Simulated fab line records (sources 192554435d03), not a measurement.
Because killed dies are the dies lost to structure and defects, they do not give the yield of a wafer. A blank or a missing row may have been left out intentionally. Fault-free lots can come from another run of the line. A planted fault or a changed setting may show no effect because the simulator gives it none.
Which tool did it?    flow n5Finfet    23 lots, 69 wafers sampled, at 6 steps of a route of 1938

== WHAT EACH GAUGE READ, for each wafer ==
N5_BEOL_M2_CD_MEAS_35: target cd 18 nm, target cd y 22.2 nm.
lot   measured      on        cdNm (nm)
L075  day 7 02:35   cdSem-03  17.3 17.6 18.3
L076  day 7 03:19   cdSem-02  18.0 17.9 18.0
L077  day 7 05:32   cdSem-01  18.2 18.5 18.2
L078  day 8 00:49   cdSem-02  18.2 18.9 17.9
L079  day 8 00:55   cdSem-01  17.6 17.8 18.0
L081  day 8 18:56   cdSem-03  17.6 17.8 17.3
L080  day 8 19:04   cdSem-02  18.3 17.8 17.9
L082  day 8 23:43   cdSem-02  18.1 17.6 18.4
L083  day 9 04:35   cdSem-02  18.4 17.8 18.3
L084  day 9 07:46   cdSem-03  18.0 18.2 17.2
L085  day 9 11:28   cdSem-03  18.3 18.2 17.9
L086  day 10 00:49  cdSem-02  17.7 18.0 16.8
L087  day 10 12:40  cdSem-03  17.9 18.1 18.6
L089  day 10 17:57  cdSem-01  18.1 17.7 18.2
L088  day 10 23:11  cdSem-02  18.4 17.7 17.9
L090  day 11 03:26  cdSem-01  18.6 18.4 17.8
L091  day 11 08:40  cdSem-03  17.9 17.5 17.4
L092  day 11 11:07  cdSem-01  17.1 17.7 17.4
L095  day 12 05:05  cdSem-01  17.6 17.9 18.3
L093  day 12 13:54  cdSem-03  17.8 17.7 17.2
L094  day 12 05:11  cdSem-03  18.4 18.2 17.5
L096  day 12 23:13  cdSem-01  17.4 18.2 18.0
L097  day 13 09:47  cdSem-02  18.1 18.4 18.4

== WHAT TOOL EACH LOT RAN ON (gives the tool, then ch and the chambers of the sampled wafers, and finally the start) ==
lot   N5_BEOL_M1_ETCH_70                 N5_BEOL_M1_ANNEAL_51             N5_BEOL_M2_ETCH_64                 N5_BEOL_M2_ETCHBACK_99             N5_BEOL_M2_ETCH_41
L075  rieDiel-04 ch 0,1, day 6 16:06     rtpAnneal-01 ch 0, day 6 19:46   rieDiel-01 ch 0,2, day 7 00:20     rieDiel-06 ch 1,2,3, day 7 02:01   rieDiel-06 ch 1,2,3, day 7 02:35 or earlier
L076  rieDiel-04 ch 0,3, day 6 16:34     rtpAnneal-02 ch 0, day 6 19:58   rieDiel-01 ch 2,3, day 7 00:38     rieDiel-02 ch 0,1, day 7 02:35     rieDiel-02 ch 0,1, day 7 03:19 or earlier
L077  rieDiel-03 ch 0,1,3, day 6 18:34   rtpAnneal-01 ch 0, day 6 21:49   rieDiel-01 ch 0,2,3, day 7 00:59   rieDiel-02 ch 0,1, day 7 04:48     rieDiel-02 ch 0,1, day 7 05:32 or earlier
L078  rieDiel-04 ch 0,1,3, day 7 07:12   rtpAnneal-01 ch 0, day 7 10:46   rieDiel-06 ch 1,3, day 7 13:08     rieDiel-02 ch 1,2,3, day 8 00:16   rieDiel-02 ch 1,2,3, day 8 00:49 or earlier
L079  rieDiel-03 ch 0,3, day 7 07:24     rtpAnneal-02 ch 0, day 7 11:04   rieDiel-02 ch 0,1, day 7 13:27     rieDiel-01 ch 0,1,3, day 8 00:17   rieDiel-01 ch 0,1,3, day 8 00:55 or earlier
L081  rieDiel-04 ch 1,2, day 8 07:04     rtpAnneal-02 ch 0, day 8 10:28   rieDiel-02 ch 0,1,2, day 8 13:11   rieDiel-01 ch 2,3, day 8 18:23     rieDiel-01 ch 2,3, day 8 18:56 or earlier
L080  rieDiel-03 ch 1,2, day 8 07:20     rtpAnneal-01 ch 0, day 8 10:37   rieDiel-06 ch 0,2,3, day 8 13:26   rieDiel-02 ch 1,3, day 8 18:31     rieDiel-02 ch 1,3, day 8 19:04 or earlier
L082  rieDiel-04 ch 0,1,2, day 8 07:28   rtpAnneal-02 ch 0, day 8 12:21   rieDiel-06 ch 0,1,3, day 8 14:07   rieDiel-01 ch 2,3, day 8 23:09     rieDiel-01 ch 2,3, day 8 23:43 or earlier
L083  rieDiel-05 ch 0,2,3, day 8 18:17   rtpAnneal-01 ch 0, day 8 21:58   rieDiel-06 ch 0,3, day 9 00:28     rieDiel-01 ch 0,1, day 9 04:01     rieDiel-01 ch 0,1, day 9 04:35 or earlier
L084  rieDiel-04 ch 0,1, day 8 22:35     rtpAnneal-01 ch 0, day 9 02:10   rieDiel-06 ch 1,2, day 9 05:07     rieDiel-02 ch 0,1, day 9 07:13     rieDiel-02 ch 0,1, day 9 07:46 or earlier
L085  rieDiel-03 ch 0,3, day 9 03:50     rtpAnneal-01 ch 0, day 9 07:40   rieDiel-01 ch 0,2,3, day 9 09:30   rieDiel-06 ch 0,1, day 9 10:53     rieDiel-06 ch 0,1, day 9 11:28 or earlier
L086  rieDiel-04 ch 0,1,3, day 9 16:54   rtpAnneal-01 ch 0, day 9 20:13   rieDiel-06 ch 1,3, day 9 22:26     rieDiel-01 ch 1,2,3, day 10 00:16  rieDiel-01 ch 1,2,3, day 10 00:49 or earlier
L087  rieDiel-03 ch 0,2,3, day 9 21:11   rtpAnneal-01 ch 0, day 10 03:57  rieDiel-01 ch 0,1,2, day 10 07:46  rieDiel-01 ch 0,1,2, day 10 12:06  rieDiel-01 ch 0,1,2, day 10 12:40 or earlier
L089  rieDiel-05 ch 0,1,2, day 10 03:19  rtpAnneal-01 ch 0, day 10 06:52  rieDiel-06 ch 0,3, day 10 09:02    rieDiel-02 ch 0,3, day 10 17:22    rieDiel-02 ch 0,3, day 10 17:57 or earlier
L088  rieDiel-03 ch 0,3, day 10 03:25    rtpAnneal-02 ch 0, day 10 07:01  rieDiel-01 ch 0,1,3, day 10 09:07  rieDiel-06 ch 1,2,3, day 10 22:38  rieDiel-06 ch 1,2,3, day 10 23:11 or earlier
L090  rieDiel-03 ch 0,2,3, day 10 17:32  rtpAnneal-02 ch 0, day 10 22:50  rieDiel-06 ch 1,2,3, day 11 00:37  rieDiel-02 ch 0,2,3, day 11 02:53  rieDiel-02 ch 0,2,3, day 11 03:26 or earlier
L091  rieDiel-03 ch 0,2,3, day 10 22:54  rtpAnneal-01 ch 0, day 11 02:25  rieDiel-01 ch 1,2,3, day 11 04:42  rieDiel-06 ch 0,3, day 11 08:07    rieDiel-06 ch 0,3, day 11 08:40 or earlier
L092  rieDiel-03 ch 0,2,3, day 10 23:35  rtpAnneal-02 ch 0, day 11 03:59  rieDiel-02 ch 0,2,3, day 11 07:40  rieDiel-02 ch 0,2,3, day 11 10:34  rieDiel-02 ch 0,2,3, day 11 11:07 or earlier
L095  rieDiel-03 ch 0,1,3, day 11 10:31  rtpAnneal-01 ch 0, day 11 14:15  rieDiel-02 ch 1,2,3, day 11 17:48  rieDiel-02 ch 0,1,3, day 12 04:32  rieDiel-02 ch 0,1,3, day 12 05:05 or earlier
L093  rieDiel-04 ch 0,1, day 11 11:55    rtpAnneal-01 ch 0, day 12 02:34  rieDiel-01 ch 0,3, day 12 05:34    rieDiel-06 ch 0,2, day 12 13:21    rieDiel-06 ch 0,2, day 12 13:54 or earlier
L094  rieDiel-04 ch 0,3, day 11 16:58    rtpAnneal-02 ch 0, day 11 20:09  rieDiel-06 ch 0,2,3, day 11 21:56  rieDiel-01 ch 0,1,2, day 12 04:38  rieDiel-01 ch 0,1,2, day 12 05:11 or earlier
L096  rieDiel-03 ch 0,2, day 12 04:35    rtpAnneal-01 ch 0, day 12 07:58  rieDiel-01 ch 0,1,3, day 12 10:06  rieDiel-01 ch 1,2, day 12 22:40    rieDiel-01 ch 1,2, day 12 23:13 or earlier
L097  rieDiel-04 ch 0,3, day 12 07:50    rtpAnneal-02 ch 0, day 12 11:50  rieDiel-01 ch 1,2,3, day 12 14:31  rieDiel-06 ch 2,3, day 13 09:14    rieDiel-06 ch 2,3, day 13 09:47 or earlier
- N5_BEOL_M1_ETCH_70: etches SOC in N2/H2, target depth 80 nm, overetch 16 nm, time 120 s.
- N5_BEOL_M1_ANNEAL_51: time 90 s.
- N5_BEOL_M2_ETCH_64: etches SOC in N2/H2, target depth 75 nm, overetch 22.5 nm, time 121.9 s.
- N5_BEOL_M2_ETCHBACK_99: etches SiO2 in CHF3, target depth 5 nm, time 10.4 s.
- N5_BEOL_M2_ETCH_41: etches SiCN in CH3F/O2, target depth 29.9 nm, time 52.5 s.

== AS READ BY THE TOOLS THEMSELVES (means over the sampled wafers that have a number; for cases with no such wafer, the mark the record gives instead) ==
N5_BEOL_M1_ETCH_70.
lot   tool        drypumpMotorCurrentA (A)  oesProductAu (a.u.)  rfVppV (V)  showerheadPlenumPTorr (Torr)  throttleValvePct (%)
L075  rieDiel-04  6.0                       0.58                 524.0       2.54                          18.00
L076  rieDiel-04  5.4                       0.55                 523.4       2.51                          17.86
L077  rieDiel-03  5.4                       0.61                 524.2       2.55                          17.86
L078  rieDiel-04  5.6                       0.57                 523.2       2.53                          17.96
L079  rieDiel-03  5.5                       0.63                 524.2       2.53                          17.87
L081  rieDiel-04  5.9                       0.58                 522.5       2.50                          18.02
L080  rieDiel-03  5.1                       0.57                 524.0       2.54                          17.75
L082  rieDiel-04  6.0                       0.57                 522.0       2.50                          18.02
L083  rieDiel-05  5.6                       0.57                 524.2       2.56                          17.88
L084  rieDiel-04  6.0                       0.58                 523.8       2.54                          18.02
L085  rieDiel-03  5.6                       0.60                 525.8       2.59                          17.96
L086  rieDiel-04  5.6                       0.56                 522.8       2.52                          17.97
L087  rieDiel-03  5.4                       0.65                 525.3       2.57                          17.74
L089  rieDiel-05  5.5                       0.55                 524.5       2.56                          17.86
L088  rieDiel-03  5.5                       0.62                 524.2       2.53                          17.90
L090  rieDiel-03  5.4                       0.64                 525.6       2.56                          17.74
L091  rieDiel-03  5.4                       0.64                 524.7       2.56                          17.74
L092  rieDiel-03  5.4                       0.64                 523.8       2.56                          17.75
L095  rieDiel-03  5.4                       0.59                 524.1       2.54                          17.91
L093  rieDiel-04  5.7                       0.58                 523.3       2.54                          18.09
L094  rieDiel-04  5.8                       0.62                 521.9       2.51                          17.84
L096  rieDiel-03  5.4                       0.66                 523.1       2.51                          17.68
L097  rieDiel-04  5.4                       0.67                 522.6       2.49                          17.64

N5_BEOL_M1_ANNEAL_51.
lot   tool          wafer_temp_C_max
L075  rtpAnneal-01  227.0
L076  rtpAnneal-02  225.5
L077  rtpAnneal-01  227.3
L078  rtpAnneal-01  226.5
L079  rtpAnneal-02  225.5
L081  rtpAnneal-02  225.6
L080  rtpAnneal-01  226.7
L082  rtpAnneal-02  225.8
L083  rtpAnneal-01  226.7
L084  rtpAnneal-01  226.8
L085  rtpAnneal-01  227.1
L086  rtpAnneal-01  226.5
L087  rtpAnneal-01  226.9
L089  rtpAnneal-01  227.0
L088  rtpAnneal-02  225.5
L090  rtpAnneal-02  225.6
L091  rtpAnneal-01  226.6
L092  rtpAnneal-02  225.5
L095  rtpAnneal-01  226.6
L093  rtpAnneal-01  226.9
L094  rtpAnneal-02  225.3
L096  rtpAnneal-01  227.0
L097  rtpAnneal-02  225.8

N5_BEOL_M2_ETCH_64.
lot   tool        drypumpMotorCurrentA (A)  oesProductAu (a.u.)  rfVppV (V)  showerheadPlenumPTorr (Torr)  throttleValvePct (%)
L075  rieDiel-01  5.7                       0.58                 523.4       2.53                          17.75
L076  rieDiel-01  5.8                       0.66                 523.7       2.50                          17.73
L077  rieDiel-01  5.7                       0.62                 523.1       2.52                          17.74
L078  rieDiel-06  5.1                       0.64                 523.7       2.53                          17.50
L079  rieDiel-02  5.4                       0.53                 519.9       2.40                          17.85
L081  rieDiel-02  5.5                       0.60                 522.5       2.51                          17.83
L080  rieDiel-06  5.4                       0.69                 526.2       2.60                          17.70
L082  rieDiel-06  5.3                       0.68                 525.2       2.59                          17.57
L083  rieDiel-06  5.4                       0.70                 524.3       2.57                          17.51
L084  rieDiel-06  5.3                       0.63                 524.8       2.57                          17.86
L085  rieDiel-01  5.7                       0.66                 523.1       2.51                          17.60
L086  rieDiel-06  5.2                       0.65                 522.4       2.51                          17.47
L087  rieDiel-01  5.9                       0.67                 522.9       2.51                          17.65
L089  rieDiel-06  5.5                       0.69                 526.1       2.64                          17.63
L088  rieDiel-01  6.3                       0.64                 522.2       2.51                          17.78
L090  rieDiel-06  5.2                       0.63                 523.7       2.54                          17.69
L091  rieDiel-01  6.0                       0.68                 522.1       2.49                          17.65
L092  rieDiel-02  5.8                       0.58                 522.9       2.52                          17.87
L095  rieDiel-02  5.8                       0.64                 524.9       2.61                          17.67
L093  rieDiel-01  6.0                       0.60                 522.4       2.51                          17.77
L094  rieDiel-06  5.4                       0.65                 526.1       2.59                          17.76
L096  rieDiel-01  6.3                       0.63                 522.9       2.50                          17.80
L097  rieDiel-01  6.0                       0.67                 522.4       2.48                          17.66

N5_BEOL_M2_ETCHBACK_99.
lot   tool        drypumpMotorCurrentA (A)  oes_f_703_au (a.u.)  oesProductAu (a.u.)  rfVppV (V)  showerheadPlenumPTorr (Torr)  throttleValvePct (%)
L075  rieDiel-06  5.2                       0.88                 0.88                 242         2.15                          16.88
L076  rieDiel-02  5.5                       0.72                 0.71                 235         2.04                          17.10
L077  rieDiel-02  5.5                       0.72                 0.71                 235         2.04                          17.10
L078  rieDiel-02  5.8                       0.77                 0.77                 240         2.13                          17.00
L079  rieDiel-01  6.2                       0.88                 0.90                 237         2.14                          17.06
L081  rieDiel-01  5.5                       0.97                 0.96                 241         2.12                          16.71
L080  rieDiel-02  5.8                       0.67                 0.67                 238         2.04                          17.11
L082  rieDiel-01  5.4                       0.96                 0.95                 242         2.11                          16.71
L083  rieDiel-01  6.5                       0.88                 0.89                 237         2.13                          17.07
L084  rieDiel-02  5.5                       0.71                 0.70                 235         2.04                          17.14
L085  rieDiel-06  5.3                       0.91                 0.90                 236         2.25                          16.86
L086  rieDiel-01  6.0                       0.92                 0.92                 240         2.11                          16.89
L087  rieDiel-01  5.9                       0.87                 0.87                 238         2.13                          16.93
L089  rieDiel-02  6.2                       0.70                 0.69                 235         2.03                          16.95
L088  rieDiel-06  5.2                       0.83                 0.83                 241         2.14                          16.94
L090  rieDiel-02  5.9                       0.77                 0.76                 237         2.12                          17.00
L091  rieDiel-06  5.4                       0.91                 0.90                 236         2.16                          16.73
L092  rieDiel-02  5.9                       0.77                 0.75                 237         2.12                          16.99
L095  rieDiel-02  5.8                       0.78                 0.77                 237         2.12                          16.96
L093  rieDiel-06  5.5                       0.85                 0.84                 237         2.20                          17.14
L094  rieDiel-01  6.0                       0.84                 0.84                 238         2.12                          16.95
L096  rieDiel-01  6.2                       0.88                 0.88                 239         2.10                          16.93
L097  rieDiel-06  5.4                       0.86                 0.83                 238         2.12                          16.89

N5_BEOL_M2_ETCH_41.
lot   tool        drypumpMotorCurrentA (A)  oesProductAu (a.u.)  rfVppV (V)  showerheadPlenumPTorr (Torr)  throttleValvePct (%)
L075  rieDiel-06  5.2                       0.87                 297.3       2.00                          16.14
L076  rieDiel-02  5.5                       0.70                 296.6       1.90                          16.38
L077  rieDiel-02  5.5                       0.71                 295.9       1.90                          16.38
L078  rieDiel-02  5.8                       0.78                 296.6       1.98                          16.25
L079  rieDiel-01  6.3                       0.89                 295.6       1.99                          16.30
L081  rieDiel-01  5.5                       0.96                 297.0       1.96                          15.96
L080  rieDiel-02  5.8                       0.67                 295.6       1.90                          16.39
L082  rieDiel-01  5.4                       0.96                 296.7       1.96                          15.95
L083  rieDiel-01  6.5                       0.88                 296.0       1.98                          16.31
L084  rieDiel-02  5.5                       0.70                 295.6       1.89                          16.43
L085  rieDiel-06  5.3                       0.89                 298.8       2.09                          16.11
L086  rieDiel-01  6.0                       0.92                 297.0       1.96                          16.15
L087  rieDiel-01  5.9                       0.86                 297.2       1.97                          16.16
L089  rieDiel-02  6.2                       0.68                 295.8       1.89                          16.24
L088  rieDiel-06  5.2                       0.84                 297.6       1.99                          16.20
L090  rieDiel-02  5.8                       0.76                 297.3       1.97                          16.26
L091  rieDiel-06  5.3                       0.90                 297.7       2.01                          15.99
L092  rieDiel-02  5.9                       0.75                 296.4       1.97                          16.26
L095  rieDiel-02  5.8                       0.77                 296.6       1.97                          16.23
L093  rieDiel-06  5.5                       0.84                 298.5       2.05                          16.39
L094  rieDiel-01  5.9                       0.85                 296.4       1.97                          16.19
L096  rieDiel-01  6.2                       0.87                 296.1       1.95                          16.18
L097  rieDiel-06  5.4                       0.84                 296.8       1.97                          16.14

== THE ANSWER, worked out from the rows above alone ==
Rule: what is usual is taken from the lots themselves. Put in order of their means at a reading, lots are off if they are a third of the lots or fewer, leave a main group of 4 or more, and stand apart from it by a gap of 3 or more times the standard deviation of the main group's means; of several such gaps the widest counts. If all means in a main group match to the digits the tables above print for the reading, that group is not used. Also off: a lot with no number at a reading for which 4 or more lots have one. All remaining lots with rows at the step are treated as sound. After the gauges, taken in route order, come the tools' own readings; for these a lot's mean is taken, as printed above. The first step at which some lot is off is used, and at that step the reading that is off furthest; a lot without a number counts as furthest.
No lot is off at any reading shown: from this, nothing can be told.

== WHAT THE SIMULATOR PUT IN ==
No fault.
